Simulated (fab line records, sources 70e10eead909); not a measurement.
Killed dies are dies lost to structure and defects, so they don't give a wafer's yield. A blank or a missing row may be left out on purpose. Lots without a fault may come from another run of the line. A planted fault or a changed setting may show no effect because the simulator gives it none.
Which tool did it? | flow nand_harc | 12 lots, 36 wafers sampled, at 5 steps of a route of 1159

WHAT THE GAUGES READ, wafer by wafer
NHARC_END_SORT_01.
lot  | measured     | on        | killed_at_array | killed_at_other | killed_at_periphery | killed_dies | killed_open | killed_short
L805 | day 21 00:33 | prober-01 | 23 27 30        | 0 0 0           | 4 5 5               | 27 32 35    | 3 5 4       | 2 1 2

WHICH TOOL RAN EACH LOT (tool, then ch and the chambers of the sampled wafers, then the start)
lot  | NHARC_A_STAIRCASE_ETCH_170                    | NHARC_A_STAIRCASE_TRIM_14                     | NHARC_A_STAIRCASE_ETCH_15                     | NHARC_A_STAIRCASE_ETCH_19
L802 | rie_diel-10 ch 2,3, day 11 13:39 or earlier   | rie_diel-06 ch 0,1, day 11 13:39 or earlier   | rie_diel-06 ch 0,2,3, day 11 13:39 or earlier | rie_diel-06 ch 1,2, day 11 13:39
L804 | rie_diel-10 ch 0,3, day 11 20:37 or earlier   | rie_diel-10 ch 0,1,3, day 11 20:37 or earlier | rie_diel-10 ch 0,1,3, day 11 20:37 or earlier | rie_diel-10 ch 0,1,3, day 11 20:37
L805 | rie_diel-10 ch 0,1,3, day 12 02:10 or earlier | rie_diel-06 ch 0,2,3, day 12 02:10 or earlier | rie_diel-06 ch 0,2, day 12 02:10 or earlier   | rie_diel-06 ch 0,1,2, day 12 02:10
L806 | rie_diel-10 ch 0,1, day 12 08:28 or earlier   | rie_diel-02 ch 0,1,2, day 12 08:28 or earlier | rie_diel-02 ch 1,2, day 12 08:28 or earlier   | rie_diel-02 ch 1,2,3, day 12 08:28
L808 | rie_diel-06 ch 0,1,3, day 13 00:50 or earlier | rie_diel-10 ch 0,3, day 13 00:50 or earlier   | rie_diel-10 ch 0,2,3, day 13 00:50 or earlier | rie_diel-10 ch 0,2,3, day 13 00:50
L810 | rie_diel-02 ch 1,2,3, day 13 06:13 or earlier | rie_diel-10 ch 1,2,3, day 13 06:13 or earlier | rie_diel-10 ch 0,1,2, day 13 06:13 or earlier | rie_diel-10 ch 1,2,3, day 13 06:13
L809 | rie_diel-10 ch 1,2, day 13 11:35 or earlier   | rie_diel-06 ch 2,3, day 13 11:35 or earlier   | rie_diel-06 ch 0,2,3, day 13 11:35 or earlier | rie_diel-06 ch 0,2,3, day 13 11:35
L811 | rie_diel-02 ch 0,2,3, day 13 18:40 or earlier | rie_diel-10 ch 0,1, day 13 18:40 or earlier   | rie_diel-10 ch 0,3, day 13 18:40 or earlier   | rie_diel-10 ch 0,1,3, day 13 18:40
L813 | rie_diel-06 ch 0,1,3, day 14 07:40 or earlier | rie_diel-02 ch 1,2,3, day 14 07:40 or earlier | rie_diel-02 ch 0,3, day 14 07:40 or earlier   | rie_diel-02 ch 0,2,3, day 14 07:40
L818 | rie_diel-10 ch 0,2, day 15 02:43 or earlier   | rie_diel-10 ch 2,3, day 15 02:43 or earlier   | rie_diel-10 ch 0,3, day 15 02:43 or earlier   | rie_diel-10 ch 0,2,3, day 15 02:43
L822 | rie_diel-02 ch 0,1,2, day 15 22:55 or earlier | rie_diel-06 ch 1,3, day 15 22:55 or earlier   | rie_diel-06 ch 1,3, day 15 22:55 or earlier   | rie_diel-06 ch 1,3, day 15 22:55
L821 | rie_diel-06 ch 0,1,2, day 16 02:03 or earlier | rie_diel-06 ch 0,2,3, day 16 02:03 or earlier | rie_diel-06 ch 0,1,3, day 16 02:03 or earlier | rie_diel-06 ch 0,1,2, day 16 02:03
- NHARC_A_STAIRCASE_ETCH_170: etches the open film in C4F6/O2, target depth 200 nm, time 66.667 s.
- NHARC_A_STAIRCASE_TRIM_14: chemistry O2, time 211.2 s.
- NHARC_A_STAIRCASE_ETCH_15: etches the open film in C4F8/O2, target depth 100 nm, time 40.5 s.
- NHARC_A_STAIRCASE_ETCH_19: etches the open film in C4F8/O2, target depth 100 nm, time 40.5 s.

WHAT THE TOOLS THEMSELVES READ (means of the sampled wafers that have a number; where no wafer has one, the mark that the record gives instead)
NHARC_A_STAIRCASE_ETCH_170.
lot  | tool        | drypump_motor_current_A (A) | oes_product_au (a.u.) | rf_vpp_V (V) | run_length_s (s) | showerhead_plenum_p_Torr (Torr) | throttle_valve_pct (%)
L802 | rie_diel-10 | 6.1                         | 0.979                 | 543          | 88.2             | 3.79                            | 26.905
L804 | rie_diel-10 | 6.1                         | 0.980                 | 547          | 88.5             | 3.97                            | 26.893
L805 | rie_diel-10 | 6.0                         | 0.980                 | 548          | 88.1             | 4.00                            | 26.900
L806 | rie_diel-10 | 6.0                         | 0.982                 | 552          | 88.1             | 4.15                            | 26.901
L808 | rie_diel-06 | 6.2                         | 0.980                 | 549          | 88.1             | 4.06                            | 26.902
L810 | rie_diel-02 | 5.7                         | 0.950                 | 546          | 87.6             | 3.88                            | 26.908
L809 | rie_diel-10 | 6.2                         | 0.948                 | 550          | 88.0             | 4.09                            | 26.900
L811 | rie_diel-02 | 5.9                         | 0.968                 | 546          | 88.0             | 3.86                            | 26.903
L813 | rie_diel-06 | 6.2                         | 0.991                 | 549          | 88.1             | 4.06                            | 26.909
L818 | rie_diel-10 | 6.3                         | 0.971                 | 549          | 88.4             | 4.06                            | 26.903
L822 | rie_diel-02 | 5.5                         | 0.956                 | 544          | 88.0             | 3.80                            | 26.905
L821 | rie_diel-06 | 6.0                         | 0.989                 | 548          | 88.4             | 4.01                            | 26.903

NHARC_A_STAIRCASE_TRIM_14.
lot  | tool        | drypump_motor_current_A (A) | oes_product_au (a.u.) | rf_vpp_V (V) | showerhead_plenum_p_Torr (Torr) | throttle_valve_pct (%)
L802 | rie_diel-06 | 6.3                         | 0.979                 | 57.7         | 3.60                            | 17.038
L804 | rie_diel-10 | 6.0                         | 1.006                 | 57.3         | 3.60                            | 17.033
L805 | rie_diel-06 | 6.0                         | 0.999                 | 58.4         | 3.59                            | 17.040
L806 | rie_diel-02 | 5.6                         | 0.992                 | 57.5         | 3.43                            | 17.032
L808 | rie_diel-10 | 6.0                         | 0.997                 | 57.0         | 3.42                            | 17.042
L810 | rie_diel-10 | 6.0                         | 1.000                 | 58.3         | 3.56                            | 17.028
L809 | rie_diel-06 | 5.8                         | 1.016                 | 58.8         | 3.65                            | 17.033
L811 | rie_diel-10 | 6.0                         | 1.007                 | 58.9         | 3.73                            | 17.035
L813 | rie_diel-02 | 5.7                         | 1.004                 | 56.6         | 3.48                            | 17.040
L818 | rie_diel-10 | 6.1                         | 0.989                 | 57.6         | 3.38                            | 17.032
L822 | rie_diel-06 | 6.0                         | 1.015                 | 57.3         | 3.74                            | 17.046
L821 | rie_diel-06 | 6.0                         | 1.003                 | 56.9         | 3.57                            | 17.028

NHARC_A_STAIRCASE_ETCH_15.
lot  | tool        | oes_product_au (a.u.) | rf_vpp_V (V) | run_length_s (s)
L802 | rie_diel-06 | 0.931                 | 898          | 61.8
L804 | rie_diel-10 | 0.932                 | 898          | 61.6
L805 | rie_diel-06 | 0.931                 | 895          | 62.1
L806 | rie_diel-02 | 0.940                 | 894          | 61.8
L808 | rie_diel-10 | 0.934                 | 896          | 62.4
L810 | rie_diel-10 | 0.937                 | 902          | 61.7
L809 | rie_diel-06 | 0.953                 | 898          | 61.8
L811 | rie_diel-10 | 0.951                 | 892          | 61.8
L813 | rie_diel-02 | 0.934                 | 894          | 61.9
L818 | rie_diel-10 | 0.941                 | 896          | 62.2
L822 | rie_diel-06 | 0.949                 | 903          | 61.7
L821 | rie_diel-06 | 0.950                 | 900          | 62.0

NHARC_A_STAIRCASE_ETCH_19.
lot  | tool        | oes_product_au (a.u.) | rf_vpp_V (V) | run_length_s (s)
L802 | rie_diel-06 | 0.954                 | 903          | 62.0
L804 | rie_diel-10 | 0.945                 | 897          | 61.9
L805 | rie_diel-06 | 0.936                 | 900          | 62.0
L806 | rie_diel-02 | 0.947                 | 894          | 61.5
L808 | rie_diel-10 | 0.927                 | 897          | 62.0
L810 | rie_diel-10 | 0.938                 | 897          | 61.8
L809 | rie_diel-06 | 0.927                 | 897          | 61.9
L811 | rie_diel-10 | 0.946                 | 898          | 61.6
L813 | rie_diel-02 | 0.924                 | 895          | 62.0
L818 | rie_diel-10 | 0.935                 | 897          | 59.7
L822 | rie_diel-06 | 0.945                 | 904          | 62.0
L821 | rie_diel-06 | 0.937                 | 899          | 62.2

THE ANSWER, worked out from the rows above alone
Rule: what is usual is taken from the lots themselves. Put in order of their means at a reading, lots are off if they are a third of the lots or fewer, leave a main group of 4 or more, and stand apart from it by a gap of 3 or more times the standard deviation of the main group's means; of several such gaps the widest counts. A main group whose means are all the same, to the digits that the tables above print for the reading, isn't used. A lot without any number at a reading at which 4 lots or more have one is off too. The other lots that the step has rows for count as sound. The gauges are gone through in route order, then the tools' own readings, and for those a lot's mean is taken as printed above. The first step at which some lot is off is used, and at that step the reading that is off furthest; a lot without a number counts as furthest.
Off: L818, at NHARC_A_STAIRCASE_ETCH_19 (run_length_s). The main group: mean 61.9 s, standard deviation 0.19.
A tool fits if, at that step or a process step before it, it ran every lot that is off, and no sound lot after the first of them. NHARC_A_STAIRCASE_ETCH_170 gives no start for some lots, so the hours and the order of its lots are those of NHARC_A_STAIRCASE_ETCH_19. NHARC_A_STAIRCASE_TRIM_14 gives no start for some lots, so the hours and the order of its lots are those of NHARC_A_STAIRCASE_ETCH_19. NHARC_A_STAIRCASE_ETCH_15 gives no start for some lots, so the hours and the order of its lots are those of NHARC_A_STAIRCASE_ETCH_19. One fits: rie_diel-10 at NHARC_A_STAIRCASE_ETCH_170 and NHARC_A_STAIRCASE_TRIM_14 and NHARC_A_STAIRCASE_ETCH_15 and NHARC_A_STAIRCASE_ETCH_19. At NHARC_A_STAIRCASE_ETCH_170 its last sound lot is L809 (day 13 11:35), its first lot that is off L818 (day 15 02:43): a fault that began between those two fits.

WHAT THE SIMULATOR HAD PUT IN
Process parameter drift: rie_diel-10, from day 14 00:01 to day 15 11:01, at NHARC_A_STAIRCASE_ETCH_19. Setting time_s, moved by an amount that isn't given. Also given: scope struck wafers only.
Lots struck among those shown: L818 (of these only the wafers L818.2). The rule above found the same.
